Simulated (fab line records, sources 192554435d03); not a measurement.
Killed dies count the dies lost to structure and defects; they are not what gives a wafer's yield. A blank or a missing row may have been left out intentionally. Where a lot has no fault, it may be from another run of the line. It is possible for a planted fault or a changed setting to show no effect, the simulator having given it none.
2 desks, one fault    flow n5Finfet    every desk sees just its own numbers, and what lay behind them comes last

== METROLOGY DESK ==
What the gauges read for every lot (on any tool): the sampled wafers with a number, averaged. Any lot whose mean is over 4 standard deviations away from the usual mean is out of limits and marked OUT; that distance is given in the brackets. Only the readings that lie furthest out on some lot appear, 7 of the 12 it has.
Columns: A = IOFF_N_LONG at N5_BEOL_M4_RC_MEAS_101, usual 5.49e-05 nA/um; B = IOFF_P at N5_BEOL_M4_RC_MEAS_101, usual 0.21 nA/um; C = ION_N at N5_BEOL_M4_RC_MEAS_101, usual 672 uA/um; D = SS_N at N5_BEOL_M4_RC_MEAS_101, usual 71.4 mV/dec; E = SS_P at N5_BEOL_M4_RC_MEAS_101, usual 73.2 mV/dec; F = VT_N_LONG at N5_BEOL_M4_RC_MEAS_101, usual 275.3 mV; G = VT_P at N5_BEOL_M4_RC_MEAS_101, usual -251 mV
lot   first seen here  A         B     C    D     E     F      G
L185  day 9 15:42      5.55e-05  0.17  672  70.6  72.2  274.4  -253
L190  day 10 19:05     5.20e-05  0.18  662  70.8  72.3  275.6  -254
L191  day 10 19:42     5.80e-05  0.21  681  71.0  73.1  272.7  -249
L192  day 11 00:42     5.36e-05  0.23  678  71.9  73.7  275.0  -250
L194  day 12 00:44     5.63e-05  0.20  668  71.3  72.6  274.3  -248
L198  day 13 14:25     5.10e-05  0.22  662  71.6  73.5  282.3  -252
L202  day 13 16:46     5.12e-05  0.27  686  72.1  74.5  279.2  -248
L203  day 14 10:02     5.47e-05  0.17  651  70.3  72.1  275.4  -252
L205  day 14 21:56     5.83e-05  0.25  680  71.7  73.2  275.7  -244
L207  day 15 05:06     5.55e-05  0.22  679  71.3  73.1  274.3  -248
Finding of this desk: none of the 10 lots has anything out of limits.

== AT THE TOOL OWNER'S DESK: aldMetal-01 ==
The tool's own readings at N5_HKMG_FIN_ALD_91 (deposits TiN, target thk 1 nm, pulse time 1 s, purge time 3 s): means of the sampled wafers that have a number, for each lot that ran on this tool. Any lot whose mean is over 4 standard deviations away from the usual mean is out of limits and marked OUT; that distance is given in the brackets.
Columns: A = heaterPowerW at N5_HKMG_FIN_ALD_91, usual 860 W; B = precursorPulseHeightRel at N5_HKMG_FIN_ALD_91, usual 1.001; C = susceptorTempC at N5_HKMG_FIN_ALD_91, usual 400.02 C
lot   first seen here  A    B      C
L185  day 4 15:21      791  1.003  400.11
L192  day 6 06:52      939  0.995  400.27
L194  day 6 19:26      817  0.994  399.91
L198  day 7 21:50      792  1.001  399.89
L202  day 8 19:07      890  1.006  399.89
Finding of this desk: none of the 5 lots has anything out of limits.

== ALL TOGETHER ==
Nothing out of limits was seen by the metrology desk.
The tool owner's desk saw nothing out of limits.

== WHAT HAD BEEN PUT IN BY THE SIMULATOR ==
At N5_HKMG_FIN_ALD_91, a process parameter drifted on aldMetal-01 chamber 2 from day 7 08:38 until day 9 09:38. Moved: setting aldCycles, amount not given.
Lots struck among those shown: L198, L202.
